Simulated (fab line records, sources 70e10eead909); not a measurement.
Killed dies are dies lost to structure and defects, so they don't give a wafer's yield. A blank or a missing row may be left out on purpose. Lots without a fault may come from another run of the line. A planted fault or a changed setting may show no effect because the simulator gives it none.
Problem report in the 8D (eight disciplines) form, filled by code | flow nand_harc | the parts of the form that need people (team, actions taken, sign-off) are left out

1. THE PROBLEM
cd_nm at NHARC_A_SGD_CUT_CD_MEAS_09 reads a mean of 105.2 nm on 9 wafers of 3 lots; wafers without a fault read 100.1 nm with a standard deviation of 0.5. That is +10 standard deviations from the usual mean.
The step: target cd 100 nm.
First seen on wafer L158.2, day 25 18:05, on cd_sem-03. The record holds 33 wafers of 11 lots with a number at this step. Rule for "out", or "out of limits": more than 4 standard deviations from the usual mean. The other wafers with a number count as sound.

2. WHAT IT IS AND WHAT IT IS NOT
question                    | is                              | is not
which readings at this step | cd_nm                           | -
which lots                  | L158, L160, L161                | L142, L144, L146, L149, L151, L163, L164, L165
which wafers of those lots  | all that have a number          | -
read on which gauges        | cd_sem-01, cd_sem-02, cd_sem-03 | -
when                        | from day 25 18:05               | up to then (15 sound wafers); but 9 sound wafers of L163, L164, L165 came after

3. SUSPECTS, AND WHAT RULES EACH OUT
Counting: a tool at a process step up to the reading stays a suspect if it ran every lot that is out and no sound lot after the first of them.
- the gauge at NHARC_A_SGD_CUT_CD_MEAS_09: ruled out. The wafers that are out were read on 3 gauges (cd_sem-01, cd_sem-02, cd_sem-03).
- cmp-03 at NHARC_A_STAIRCASE_CMP_450 (polishes SiO2, target thk 200 nm): ruled out as a lasting fault. Sound lots L165 ran on it after its first lot that is out, L158 (day 25 15:29).
- arfi_scanner-02 at NHARC_A_SGD_CUT_EXPOSE_06 (exposes mask SGD): kept. It ran every lot that is out, first L158 (day 25 17:56), and no sound lot after that; its last sound lot up to then is L149 (day 21 08:24). Its own readings are out on those wafers: exposure_dose_mJ_cm2.
Left after counting: arfi_scanner-02 at NHARC_A_SGD_CUT_EXPOSE_06.

4. THE CAUSE (what the simulator had put in)
Process parameter drift: arfi_scanner-02, from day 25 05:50 on, at NHARC_A_SGD_CUT_EXPOSE_06. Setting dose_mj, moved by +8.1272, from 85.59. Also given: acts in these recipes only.
Counting left only this tool.

5. THE CHAIN OF EFFECTS, in route order
Each row: a reading whose mean over the struck wafers that have a number lies more than 3 standard deviations from the usual. Only readings for which the record gives a usual standard deviation are gone through. hours: the time from each lot's start at the first step in this table that gives one to its start at this step, as a median over the lots. sigmas: the change in usual standard deviations.
hours | step                       | reading              | usual    | on struck wafers | change | sigmas
0     | NHARC_A_SGD_CUT_EXPOSE_06  | exposure_dose_mJ_cm2 | 85.58    | 92.16            | +6.58  | +77
0     | NHARC_A_SGD_CUT_CD_MEAS_09 | cd_nm                | 100.1 nm | 105.2            | +5.1   | +10
The process steps in it:
- NHARC_A_SGD_CUT_EXPOSE_06: exposes mask SGD.
Later measuring or inspecting steps at which every struck wafer that the step has a row for has a number for every such reading, and none has moved that far: NHARC_END_SORT_01.

6. WHAT WOULD HAVE CAUGHT IT SOONER
In this record the first reading out of limits at a measuring or inspecting step was taken at day 25 18:05, 12 hours after the fault began at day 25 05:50.
The tool's own readings at NHARC_A_SGD_CUT_EXPOSE_06 were out on every struck wafer that the step has a row for (exposure_dose_mJ_cm2): an alarm limit on them would have fired on the first of those.
Of the lots that are out (3), L161, L160 began NHARC_A_SGD_CUT_EXPOSE_06 on arfi_scanner-02 after day 25 18:05. A hold on the tool at that time would have spared those 2.
